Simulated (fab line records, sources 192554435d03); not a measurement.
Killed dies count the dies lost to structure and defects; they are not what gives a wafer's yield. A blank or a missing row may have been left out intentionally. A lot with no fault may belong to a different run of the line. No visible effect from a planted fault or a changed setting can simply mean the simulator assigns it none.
One fault through the eyes of 2 desks -- flow n5_finfet -- each desk holds nothing but its own numbers, with what lay behind them at the end

FOR THE TOOL OWNER'S DESK: pecvd-03
The tool's own readings at N5_BEOL_M3_ILD_DEP_00 (deposits SiOC from DEMS/O2, target thk 79 nm, time 15.3 s): means of the sampled wafers that have a number, for each lot that ran on this tool. If a lot's mean is further than 4 standard deviations from the usual mean, the lot is out of limits and carries the mark OUT (the distance appears in the brackets).
Columns: A = heater_power_outer_w at N5_BEOL_M3_ILD_DEP_00, usual 265 W; B = heater_power_w at N5_BEOL_M3_ILD_DEP_00, usual 489 W; C = rf_fwd_power_W at N5_BEOL_M3_ILD_DEP_00, usual 494.8 W; D = showerhead_plenum_p_Torr at N5_BEOL_M3_ILD_DEP_00, usual 5.697 Torr; E = throttle_valve_pct at N5_BEOL_M3_ILD_DEP_00, usual 11.8 %
lot,first seen here,A,B,C,D,E
L491,day 7 04:56,265,490,494.8,5.712,12.4
L492,day 7 06:44,263,486,495.4,5.684,11.5
L497,day 9 03:57,290,520,495.3,5.694,12.2
L501,day 9 12:42,253,480,495.0,5.709,11.8
L504,day 12 02:09,300,541,495.1,5.700,11.7
L508,day 12 18:53,320,561,494.4,5.714,11.6
This desk's verdict: no lot among the 6 shows anything out of limits.

AT THE METROLOGY DESK
What the gauges read for every lot (on any tool): the sampled wafers with a number, averaged. If a lot's mean is further than 4 standard deviations from the usual mean, the lot is out of limits and carries the mark OUT (the distance appears in the brackets). Readings shown: 7 out of 14 (the first out of limits, and those lying furthest out on some lot).
Columns: A = M2_RS at N5_BEOL_M2_RS_MEAS_58, usual 0.666 ohm/sq; B = M3_ILD_THK at N5_BEOL_M3_THK_MEAS_01, usual 79.2 nm; C = DIBL_N at N5_BEOL_M4_RC_MEAS_101, usual 36.3 mV/V; D = DIBL_P at N5_BEOL_M4_RC_MEAS_101, usual 36.3 mV/V; E = SS_N at N5_BEOL_M4_RC_MEAS_101, usual 71.6 mV/dec; F = SS_P at N5_BEOL_M4_RC_MEAS_101, usual 73.3 mV/dec; G = VT_N at N5_BEOL_M4_RC_MEAS_101, usual 250 mV
lot,first seen here,A,B,C,D,E,F,G
L491,day 7 04:53,0.678,80.6,35.4,35.4,71.6,72.9,252
L492,day 7 06:40,0.666,79.1,32.4,31.6,70.0,72.0,257
L493,day 7 20:14,0.666,79.3,33.8,32.7,70.9,72.9,254
L497,day 9 03:53,0.613,97.3 (+16) OUT,32.8,33.0,71.2,72.7,254
L501,day 9 12:38,0.653,97.1 (+16) OUT,36.2,37.6,71.8,73.3,247
L504,day 12 02:05,0.683,79.5,38.7,37.6,71.7,74.2,248
L508,day 12 18:49,0.660,78.9,36.8,37.4,71.8,74.1,247
L511,day 12 21:59,0.641,78.2,38.4,38.6,72.3,74.3,245
L513,day 13 11:15,0.658,77.7,36.7,37.0,71.9,73.0,246
This desk finds L497, L501 out of limits, with the earliest case on L497 at day 9 04:01 (M3_ILD_THK at N5_BEOL_M3_THK_MEAS_01). L491, L492, L493, L504, L508, L511, L513 stayed within limits.

PUT TOGETHER
The metrology desk could have raised an alarm at day 9 04:01, on L497, L501.
Nothing out of limits was seen by the tool owner's desk.
The tool owner's desk has L497, L501 on record, within its limits.
The lots listed all ran N5_BEOL_M3_ILD_DEP_00 on pecvd-03.

WHAT THE SIMULATOR HAD INSERTED
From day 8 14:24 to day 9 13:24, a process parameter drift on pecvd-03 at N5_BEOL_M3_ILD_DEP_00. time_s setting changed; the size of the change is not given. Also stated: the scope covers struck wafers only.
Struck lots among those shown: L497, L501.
Hours from the fault's start to each desk's first reading out of limits: the metrology desk, 14.
